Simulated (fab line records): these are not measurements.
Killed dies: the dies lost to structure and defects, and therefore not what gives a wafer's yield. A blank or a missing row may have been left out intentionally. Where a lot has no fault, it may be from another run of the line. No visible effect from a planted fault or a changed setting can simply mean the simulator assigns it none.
fab line records | flow nandHarc
[record] lots = 6 wafers = 18 lastDay = 33
route steps=1302 shown P_GATE@127
lots with no fault: from the same line, run without faults
startH: hours from the record's opening day to when the first of the lot's shown wafers began | waitH: time in hours since the lot's previous step | " same as the row above | L1.1+2: several wafers, shown together as one row | - no value, or no start was given | * or withheld: withheld | < > ~ a bound
route shown NAME@n: NAME is a module with steps in the file, n the number in the route of the first one | usual: mean/standard deviation of fault-free wafers | same: alike in all rows | chamber/n: place in a boat | sites: readings site by site | _std_site: standard deviation of those values | _edge_site: the outer-site mean with the inner-site mean subtracted | radiusMm: how far each site lies from the wafer's centre | mask NAME#n: copy n | behind: the last tool/chamber to shape the wafer | hold: why the lot was held/for how many hours/how that ended | device: which transistor (n, p or np) failed to switch | end of line: the same wafers' tests at the end of the route | a step without rows: its recipe alone | killed: dies that structure and defects cost at the first sort, which is not the same as the wafer's yield | map: dies across one wafer; x = killed, . = not, _ = none there
set.NAME: setting as actually run; set.NAME@STEP: the setting as run at that earlier step | model.NAME: the simulator's own value behind a step, which no gauge read
a table for each step, a row for each wafer; lots at some steps of the route
services: from which hour (startH, from the record's first day; less than 0 if before it) a tool's chamber was out of use, for how many hours, and why
[[steps]]
[step NHARC_P_GATE_PRECLEAN_71]
[recipe] timeS = * tempC = 50 bathAgeMin = 0 chemistry = SC1
[step NHARC_P_GATE_SRD_72]
[step NHARC_P_GATE_OXIDE_16]
[recipe] targetThkA = 30 tempC = 875 oxTimeS = 392 material = SiO2
[step NHARC_P_GATE_CVD_17]
[recipe] targetThkA = 1500 tempC = 620 timeS = 900 material = poly-Si
[step NHARC_P_GATE_HM_DEP_102]
[recipe] targetThkA = 1200 tempC = 400 material = aC
[usual] throttleValvePct = 34.999/0.0088
// columns lot.wafer tool chamber startH waitH throttleValvePct
L577.2 aclDep-03 0 117.99 5.3 34.990
L577.3 " 0 " " 34.992
L577.4 " 0 " " 35.000
L579.2 aclDep-01 0 129.37 3.6 34.988
L579.3 " 0 " " 35.008
L579.5 " 0 " " 34.992
L589.1 aclDep-03 0 221.00 1.6 35.017
L589.2 " 0 " " 35.010
L589.6 " 0 " " 34.994
L590.1 aclDep-03 0 239.41 0.4 35.000
L590.3 " 0 " " 35.018
L590.6 " 0 " " 34.997
L597.3 aclDep-02 0 306.34 2.5 35.011
L597.5 " 0 " " 35.007
L597.6 " 0 " " 35.001
L598.1 aclDep-01 0 326.16 6.8 35.005
L598.2 " 0 " " 35.000
L598.6 " 0 " " 34.995
[step NHARC_P_GATE_DEP_103]
[recipe] targetThkA = 300 targetThkNm = 30 tempC = 400 flowSccm = 200 rfW = 350 material = SiON
[usual] heaterPowerW = 724/130
// columns lot.wafer tool chamber startH waitH heaterPowerW
L577.3 pecvd-04 2 118.54 0.3 561
L577.2 " 1 " " 580
L577.4 " 0 " " 898
L579.3 pecvd-01 1 129.96 0.4 669
L579.2 " 2 " " 611
L579.5 " 0 " " 773
L589.1 pecvd-03 1 221.70 0.6 712
L589.2 " 2 " " 487
L589.6 " 0 " " 864
L590.3 pecvd-01 1 240.10 0.4 676
L590.1 " 2 " " 664
L590.6 " 1 " " 671
L597.3 pecvd-04 0 306.79 0.3 822
L597.6 " 0 " " 800
L597.5 " 1 " " 704
L598.2 pecvd-04 0 326.82 0.4 934
L598.1 " 2 " " 710
L598.6 " 1 " " 701
[step NHARC_P_GATE_DEHYDRATE_18]
[recipe] tempC = 150 timeS = 120
[step NHARC_P_GATE_HMDS_19]
[recipe] timeS = 30
[step NHARC_P_GATE_COAT_20]
[recipe] spinRpm = 1500 resistThkNm = 90
[step NHARC_P_GATE_SOFTBAKE_21]
[recipe] tempC = 105 timeS = 55
[step NHARC_P_GATE_EBR_22]
[step NHARC_P_GATE_EXPOSE_23]
[recipe] na = 1.35 targetCdNm = 120 doseMj = 93.91 maskId = P_GATE
[step NHARC_P_GATE_PEB_24]
[recipe] pebTempC = 100 pebTimeS = 65
[usual] exhaustPa = 45.1/0.99 heaterPowerTotalW = 156.6/0.44 plateTempC = 100.02/0.14
// columns lot.wafer tool chamber startH waitH exhaustPa heaterPowerTotalW plateTempC
L577.2 lithoTrack-06 0 119.01 0.1 43.7 156.1 99.93
L577.3 " 0 " " 46.8 156.1 99.84
L577.4 " 0 " " 45.8 156.2 99.88
L579.2 lithoTrack-01 0 130.40 0.1 44.0 156.0 99.92
L579.3 " 0 " " 44.2 155.8 100.04
L579.5 " 0 " " 44.6 156.8 99.98
L589.1 lithoTrack-06 0 222.29 0.1 46.3 170.4 106.60
L589.2 " 0 " " 44.9 170.9 106.56
L589.6 " 0 " " 45.0 170.8 106.40
L590.1 lithoTrack-06 0 240.67 0.1 46.3 169.8 106.46
L590.3 " 0 " " 46.5 170.9 106.46
L590.6 " 0 " " 45.1 169.9 106.39
L597.3 lithoTrack-01 0 307.40 0.0 45.3 156.5 100.10
L597.5 " 0 " " 45.5 157.2 100.16
L597.6 " 0 " " 46.2 155.9 99.97
L598.1 lithoTrack-06 0 327.30 0.1 45.1 157.0 99.74
L598.2 " 0 " " 45.1 156.0 99.80
L598.6 " 0 " " 45.4 156.2 99.73
[step NHARC_P_GATE_DEVELOP_25]
[recipe] developTimeS = 35 devTempC = 23
[step NHARC_P_GATE_CD_MEAS_26]
[recipe] targetCdNm = 120 landingEnergyEv = 500
[usual] cdNm = 119.8/0.74
// columns lot.wafer tool chamber startH waitH cdNm
L577.2 cdSem-03 0 119.09 - 120.1
L577.3 " 0 " " 119.4
L577.4 " 0 " " 119.6
L579.2 cdSem-03 0 130.48 - 122.2
L579.3 " 0 " " 120.4
L579.5 " 0 " " 120.0
L589.1 cdSem-03 0 222.37 - 100.0
L589.2 " 0 " " 100.8
L589.6 " 0 " " 99.6
L590.1 cdSem-03 0 240.75 - 100.2
L590.3 " 0 " " 100.1
L590.6 " 0 " " 101.3
L597.3 cdSem-02 0 307.48 - 119.6
L597.5 " 0 " " 120.3
L597.6 " 0 " " 118.5
L598.1 cdSem-01 0 327.38 - 121.4
L598.2 " 0 " " 120.2
L598.6 " 0 " " 120.8
[step NHARC_P_GATE_OVL_MEAS_27]
[usual] overlayXNm = -0.1/0.77 overlayYNm = -0.2/0.98
// columns lot.wafer tool chamber startH waitH overlayXNm overlayYNm
L577.2 overlay-01 - 119.18 - -0.2 2.0
L577.3 " - " " 0.0 2.6
L577.4 " - " " -0.7 2.1
L579.2 overlay-02 - 130.57 - 0.4 -1.4
L579.3 " - " " -0.3 -1.2
L579.5 " - " " 0.1 -0.9
L589.1 overlay-02 - 222.46 - -1.2 -0.2
L589.2 " - " " -0.8 -0.2
L589.6 " - " " -0.7 -0.3
L590.1 overlay-02 - 240.84 - -0.2 -0.3
L590.3 " - " " -0.9 -0.5
L590.6 " - " " -0.5 -0.4
L597.3 overlay-01 - 307.56 - -0.7 -0.3
L597.5 " - " " 0.0 0.2
L597.6 " - " " -0.5 0.0
L598.1 overlay-01 - 327.46 - 0.1 -0.5
L598.2 " - " " 0.6 -0.7
L598.6 " - " " 0.5 -1.1
[step NHARC_P_GATE_INSPECT_28]
[usual] rawDefectCount = 5.8/2.8
// columns lot.wafer tool chamber startH waitH rawDefectCount
L577.2 defectInspect-01 - 119.22 0.0 11
L577.3 " - " " 8
L577.4 " - " " 12
L579.2 defectInspect-02 - 130.60 0.0 4
L579.3 " - " " 6
L579.5 " - " " 10
L589.1 defectInspect-02 - 222.50 0.0 6
L589.2 " - " " 3
L589.6 " - " " 8
L590.1 defectInspect-02 - 240.88 0.0 2
L590.3 " - " " 10
L590.6 " - " " 11
L597.3 defectInspect-01 - 307.60 0.0 3
L597.5 " - " " 1
L597.6 " - " " 3
L598.1 defectInspect-01 - 327.50 0.0 2
L598.2 " - " " 2
L598.6 " - " " 3
[step NHARC_P_GATE_DESCUM_31]
[recipe] timeS = 3 o2FlowSccm = 200 arFlowSccm = 0 biasPowerW = 0 chemistry = O2
[usual] drypumpMotorCurrentA = 5.5/0.5 oesProductAu = 1.001/0.009 rfVppV = 57.4/0.8 showerheadPlenumPTorr = 1.83/0.053 throttleValvePct = 11.311/0.0093
// columns lot.wafer tool chamber startH waitH drypumpMotorCurrentA oesProductAu rfHoursCounterH rfVppV showerheadPlenumPTorr throttleValvePct model.P_GATE.cdNm
L577.2 rieDiel-05 3 119.28 0.1 4.9 0.992 4.1 56.3 1.84 11.320 119.6
L577.3 " 0 " " 5.3 1.011 3.7 56.8 1.79 11.308 120.2
L577.4 " 1 " " 6.4 1.019 3.9 57.2 1.84 11.312 119.6
L579.2 rieDiel-09 3 130.66 0.1 5.1 0.988 8.2 56.9 1.91 11.322 122.2
L579.3 " 1 " " 5.7 0.993 6.8 56.3 1.83 11.313 121.8
L579.5 " 0 " " 5.5 1.003 - 58.8 1.98 11.309 119.6
L589.1 rieDiel-09 3 222.56 0.1 5.1 0.983 4.0 59.3 1.90 11.313 100.5
L589.2 " 1 " " 5.8 0.996 4.7 57.2 1.83 11.295 101.9
L589.6 " 3 " " 5.0 0.989 - 57.9 1.90 11.310 99.74
L590.1 rieDiel-09 1 240.95 0.1 5.7 1.009 5.6 58.1 1.83 11.309 101.1
L590.3 " 3 " " 5.1 0.988 4.8 56.3 1.90 11.312 100.1
L590.6 " 1 " " 5.8 0.994 - 57.2 1.83 11.311 102.3
L597.3 rieDiel-05 3 307.69 0.1 4.8 1.009 3.5 57.2 1.84 11.310 119.9
L597.6 " 0 " " 5.3 0.997 - 56.7 1.79 11.306 118.8
L597.5 " 1 " " 6.4 1.008 - 57.3 1.84 11.312 120.3
L598.2 rieDiel-08 0 327.56 0.1 6.0 1.003 6.2 56.8 1.78 11.294 119.7
L598.1 " 1 " " 6.1 0.999 6.3 56.9 1.81 11.319 120.9
L598.6 " 0 " " 6.0 0.994 - 57.9 1.78 11.320 120.4
[step NHARC_P_GATE_ETCH_104]
[recipe] targetDepthA = 600 timeS = withheld cf4FlowSccm = 100 chf3FlowSccm = 30 arFlowSccm = 0 rfW = 500 biasW = 200 chemistry = CF4/CHF3
[usual] cf4FlowSccm = 100.0/0.3 drypumpMotorCurrentA = 5.6/0.51 oesProductAu = 0.950/0.024 rfVppV = 368.5/1.6 showerheadPlenumPTorr = 1.51/0.039 throttleValvePct = 16.802/0.0083
// columns lot.wafer tool chamber startH waitH cf4FlowSccm drypumpMotorCurrentA oesProductAu rfVppV showerheadPlenumPTorr throttleValvePct
L577.4 rieDiel-05 1 119.37 0.1 99.9 6.4 0.938 367.7 1.52 16.810
L577.2 " 2 " " 100.2 5.2 0.939 367.8 1.49 16.805
L577.3 " 3 " " 100.3 4.9 0.934 368.1 1.52 16.811
L579.3 rieDiel-09 0 130.75 0.1 99.7 5.5 0.939 373.7 1.62 16.789
L579.2 " 2 " " 100.5 5.7 0.958 369.1 1.53 16.773
L579.5 " 0 " " 100.0 5.5 0.947 372.1 1.62 16.796
L589.2 rieDiel-09 1 222.64 0.1 99.9 5.7 0.972 367.9 1.51 16.805
L589.1 " 0 " " 100.3 5.5 0.967 373.5 1.62 16.804
L589.6 " 2 " " 99.7 5.7 0.952 368.6 1.53 16.818
L590.1 rieDiel-09 3 241.03 0.1 99.7 5.1 0.961 370.2 1.57 16.807
L590.3 " 0 " " 99.8 5.5 0.958 373.6 1.62 16.791
L590.6 " 1 " " 99.9 5.7 0.967 369.0 1.51 16.798
L597.3 rieDiel-05 0 307.75 0.1 100.1 5.3 0.920 367.8 1.47 16.806
L597.6 " 3 " " 100.5 4.8 0.927 369.0 1.52 16.804
L597.5 " 0 " " 100.3 5.3 0.924 368.5 1.47 16.801
L598.1 rieDiel-08 3 327.69 0.1 99.7 5.4 0.928 366.8 1.48 16.801
L598.2 " 2 " " 99.7 5.9 0.930 366.3 1.47 16.809
L598.6 " 0 " " 99.8 6.0 0.929 366.4 1.47 16.806
[step NHARC_P_GATE_HM_OPEN_105]
[recipe] targetDepthA = 3600 o2FlowSccm = 400 cosFlowSccm = 20 arFlowSccm = 0 rfW = 500 biasW = 300 chemistry = O2/COS
[usual] cosFlowSccm = 20.00/0.063 drypumpMotorCurrentA = 5.6/0.5 oesProductAu = 1.001/0.009 rfVppV = 464.6/2 showerheadPlenumPTorr = 3.00/0.083 throttleValvePct = 28.329/0.0092
// columns lot.wafer tool chamber startH waitH cosFlowSccm drypumpMotorCurrentA oesProductAu rfHoursCounterH rfVppV showerheadPlenumPTorr throttleValvePct
L577.3 rieDiel-05 3 - - 19.99 4.8 0.990 4.1 464.3 3.01 28.327
L577.2 " 0 " " 19.99 5.3 1.006 3.8 463.7 2.93 28.331
L577.4 " 2 " " 20.07 5.2 1.001 4.2 464.0 2.95 28.333
L579.3 rieDiel-09 2 - - 20.12 5.7 1.001 7.7 464.5 3.04 28.336
L579.2 " 3 " " 19.97 5.1 1.000 8.2 467.3 3.11 28.319
L579.5 " 3 " " 20.00 5.1 0.988 - 466.4 3.11 28.323
L589.2 rieDiel-09 3 - - 20.04 5.1 0.998 4.0 468.4 3.11 28.343
L589.1 " 0 " " 20.04 5.5 1.001 3.8 470.6 3.22 28.338
L589.6 " 2 " " 19.98 5.7 0.995 - 465.7 3.03 28.314
L590.1 rieDiel-09 3 - - 19.93 5.0 0.983 4.8 468.9 3.11 28.322
L590.3 " 2 " " 19.92 5.7 0.995 5.9 464.5 3.03 28.326
L590.6 " 3 " " 20.06 5.1 0.988 - 467.3 3.11 28.341
L597.3 rieDiel-05 1 - - 20.02 6.5 0.999 3.4 465.2 3.00 28.318
L597.5 " 2 " " 19.92 5.2 1.012 - 463.7 2.94 28.337
L597.6 " 3 " " 20.03 4.8 1.000 - 464.0 3.01 28.331
L598.1 rieDiel-08 3 - - 20.04 5.4 0.996 5.5 463.3 2.93 28.325
L598.2 " 1 " " 20.00 6.1 1.001 6.4 463.6 2.96 28.346
L598.6 " 2 " " 20.03 5.9 1.004 - 464.1 2.93 28.347
[step NHARC_P_GATE_STRIP_106]
[recipe] o2FlowSccm = 400 cosFlowSccm = 20 arFlowSccm = 0 biasW = 0 chemistry = O2/COS
[step NHARC_P_GATE_ETCH_114]
[recipe] targetDepthA = 300 overetchA = 30 timeS = 16.5 ionEnergyEv = 100 cf4FlowSccm = 80 o2FlowSccm = 20 arFlowSccm = 0 rfW = 300 biasW = 100 chemistry = CF4/O2
[usual] cf4FlowSccm = 80.01/0.24 drypumpMotorCurrentA = 5.6/0.49 oes_f_703_au = 1.000/0.0044 oesProductAu = 1.002/0.0091 rfVppV = 196.6/1.1 showerheadPlenumPTorr = 1.28/0.036 throttleValvePct = 13.398/0.0091
// columns lot.wafer tool chamber startH waitH cf4FlowSccm drypumpMotorCurrentA oes_f_703_au oesProductAu rfHoursCounterH rfVppV showerheadPlenumPTorr throttleValvePct
L577.2 rieDiel-05 1 - - 79.70 6.4 0.995 1.000 3.9 196.4 1.28 13.392
L577.3 " 2 " " 80.06 5.2 0.995 1.004 4.2 195.2 1.26 13.402
L577.4 " 3 " " 79.93 4.8 1.004 1.003 4.2 196.8 1.29 13.394
L579.2 rieDiel-09 1 - - 79.87 5.7 1.003 0.981 6.9 195.3 1.28 13.401
L579.3 " 3 " " 80.40 5.1 0.993 0.988 8.3 198.0 1.33 13.391
L579.5 " 1 " " 80.09 5.7 1.004 0.992 - 196.8 1.28 13.395
L589.1 rieDiel-09 0 - - 79.51 5.5 1.001 0.993 3.8 196.6 1.38 13.407
L589.2 " 2 " " 80.02 5.7 1.000 0.995 4.9 196.5 1.30 13.387
L589.6 " 1 " " 79.95 5.7 1.002 0.997 - 196.0 1.28 13.405
L590.1 rieDiel-09 3 - - 80.30 5.1 1.001 0.987 4.8 197.9 1.33 13.394
L590.3 " 1 " " 79.99 5.7 0.999 0.999 5.7 195.8 1.28 13.410
L590.6 " 3 " " 79.93 5.0 1.003 0.986 - 197.3 1.33 13.404
L597.3 rieDiel-05 1 - - 80.08 6.4 0.999 1.009 3.4 195.6 1.28 13.388
L597.5 " 1 " " 80.04 6.4 1.006 1.006 - 196.4 1.28 13.397
L597.6 " 2 " " 79.93 5.2 0.996 1.009 - 195.8 1.26 13.399
L598.2 rieDiel-08 2 - - 80.11 5.9 0.993 1.013 5.7 196.8 1.25 13.395
L598.1 " 3 " " 80.44 5.4 0.994 1.005 5.7 195.8 1.25 13.398
L598.6 " 0 " " 79.58 5.9 0.999 1.005 - 196.5 1.24 13.411
[step NHARC_P_GATE_ETCH_32]
[recipe] targetDepthA = 1500 overEtchFrac = 1 overEtchIonEnergyEv = 40 timeS = 100.1 hbrFlowSccm = 150 cl2FlowSccm = 50 rfW = 400 icpW = 400 biasW = 100 chemistry = HBr/Cl2
[usual] drypumpMotorCurrentA = 5.7/0.4 hbrFlowSccm = 150.1/0.47 oesProductAu = 1.003/0.013 throttleValvePct = 26.405/0.0097
[same] overEtchFrac = 1
// columns lot.wafer tool chamber startH waitH drypumpMotorCurrentA hbrFlowSccm oesProductAu rfHoursCounterH throttleValvePct model.P_GATE.cdNm
L577.3 rieSi-02 0 119.75 - 5.5 150.1 1.011 0.05 26.403 122.5
L577.4 " 1 " " 5.3 150.1 0.981 0.06 26.397 119.8
L577.2 " 2 " " 6.2 150.0 1.003 0.09 26.409 120.3
L579.3 rieSi-03 3 131.14 - 5.8 149.2 1.000 0.54 26.408 121.7
L579.2 " 1 " " 5.8 150.2 1.000 0.39 26.411 120.6
L579.5 " 3 " " 5.8 149.2 1.010 - 26.394 120.7
L589.1 rieSi-05 2 223.02 - 5.7 150.8 1.001 0.38 26.393 99.65
L589.2 " 0 " " 5.5 149.7 0.999 0.39 26.407 97.85
L589.6 " 3 " " 6.4 150.3 1.000 - 26.393 99.92
L590.3 rieSi-03 1 241.40 - 5.8 149.1 1.008 0.05 26.425 100.2
L590.1 " 2 " " 6.2 149.7 0.984 0.04 26.411 96.51
L590.6 " 1 " " 5.9 150.3 1.010 - 26.413 99.3
L597.3 rieSi-02 0 308.14 - 5.5 149.9 1.005 0.18 26.405 121.6
L597.6 " 3 " " 5.1 150.6 1.021 - 26.403 119.6
L597.5 " 0 " " 5.5 150.2 1.000 - 26.398 123
L598.1 rieSi-05 0 328.23 - 5.5 149.4 1.021 0.10 26.412 115.6
L598.2 " 1 " " 5.9 151.0 1.001 0.08 26.416 122.1
L598.6 " 0 " " 5.5 149.2 1.025 - 26.415 116.6
[step NHARC_P_GATE_STRIP_108]
[recipe] o2FlowSccm = 500 arFlowSccm = 0 biasW = 0 chemistry = O2
[step NHARC_P_GATE_CD_MEAS_33]
[usual] cdNm = 120.1/2.3
// columns lot.wafer tool chamber startH waitH cdNm
L577.2 cdSem-03 - 120.08 - 120.1
L577.3 " - " " 121.5
L577.4 " - " " 120.7
L579.2 cdSem-01 - 131.46 - 119.9
L579.3 " - " " 123.1
L579.5 " - " " 121.4
L589.1 cdSem-02 - 223.35 - 100.0
L589.2 " - " " 96.7
L589.6 " - " " 100.6
L590.1 cdSem-02 - 241.75 - 96.7
L590.3 " - " " 100.4
L590.6 " - " " 98.9
L597.3 cdSem-03 - 308.46 - 122.2
L597.5 " - " " 122.6
L597.6 " - " " 121.0
L598.1 cdSem-01 - 328.56 - 115.0
L598.2 " - " " 122.7
L598.6 " - " " 115.2
[step NHARC_P_GATE_STRIP_35]
[recipe] timeS = 600 tempC = 130 chemistry = SPM
[[services]]
// columns tool chamber startH hours kind
rieSi-02 - 100.00 9.0 pm
aclDep-03 - 112.64 4.6 repair
aclDep-03 - 122.30 13.0 pm
rieDiel-05 - 127.85 3.1 repair
rieSi-05 - 128.00 9.0 pm
pecvd-01 - 130.23 13.0 pm
rieDiel-09 - 143.77 9.0 pm
lithoTrack-01 - 155.00 7.0 pm
rieSi-03 2 155.43 6.0 repair
rieSi-03 0 175.05 9.7 repair
lithoTrack-06 - 179.00 7.0 pm
rieDiel-05 3 181.98 7.8 repair
pecvd-04 0 182.68 6.1 repair
aclDep-01 - 188.24 13.0 pm
rieDiel-08 - 190.80 9.0 pm
rieDiel-05 3 219.98 10.7 repair
rieDiel-05 - 229.66 9.0 pm
rieDiel-05 2 246.64 15.6 repair
rieDiel-08 2 267.90 7.1 repair
pecvd-04 - 269.00 13.0 pm
rieDiel-05 0 278.54 11.5 repair
aclDep-03 - 307.16 13.0 pm
pecvd-04 - 308.10 0.3 repair
rieDiel-09 - 320.77 9.0 pm
[[key]]
[firstSign] step = NHARC_P_GATE_PEB_24 reading = plateTempC direction = up sigmas = 45 usual = * struck = *
[effect] step = NHARC_P_GATE_PEB_24 reading = heaterPowerTotalW direction = up sigmas = 32 usual = * struck = *
[effect] step = NHARC_P_GATE_CD_MEAS_26 reading = cdNm direction = down sigmas = 26 usual = 119.8 struck = 100.3
[effect] step = NHARC_P_GATE_CD_MEAS_33 reading = cdNm direction = down sigmas = 9.1 usual = 120.1 struck = 98.9
[modelEffect] step = NHARC_P_GATE_DESCUM_31 value = P_GATE.cdNm without = 120.5 struck = 101
[modelEffect] step = NHARC_P_GATE_ETCH_32 value = P_GATE.cdNm without = 118.4 struck = 98.91
metAt NHARC_P_GATE_PEB_24
struckWafers L589.1,L589.2,L589.6,L590.1,L590.3,L590.6
sortLeftOut L589.1,L589.2,L589.6,L590.1,L590.3,L590.6
testerLeftOut L589,L590
onsetBetween 119.01 222.29
[fault] kind = processParameterDrift tool = lithoTrack-06 chamber = - onsetH = 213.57 steps = NHARC_P_GATE_PEB_24 channel = pebTempC offset = * shape = step endH = 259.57 actsIn = * stated = *
// testerLeftOut: of these lots the tester's yield and bins aren't shown, on N5 and GAA mostly nor the transistor test; their killed dies are dies lost to structure and defects alone, not to doping, threshold or leakage, so they don't give the yield
// sortLeftOut: the simulated sort isn't trusted on such a fault, so these wafers' sort isn't shown, and their yield isn't known
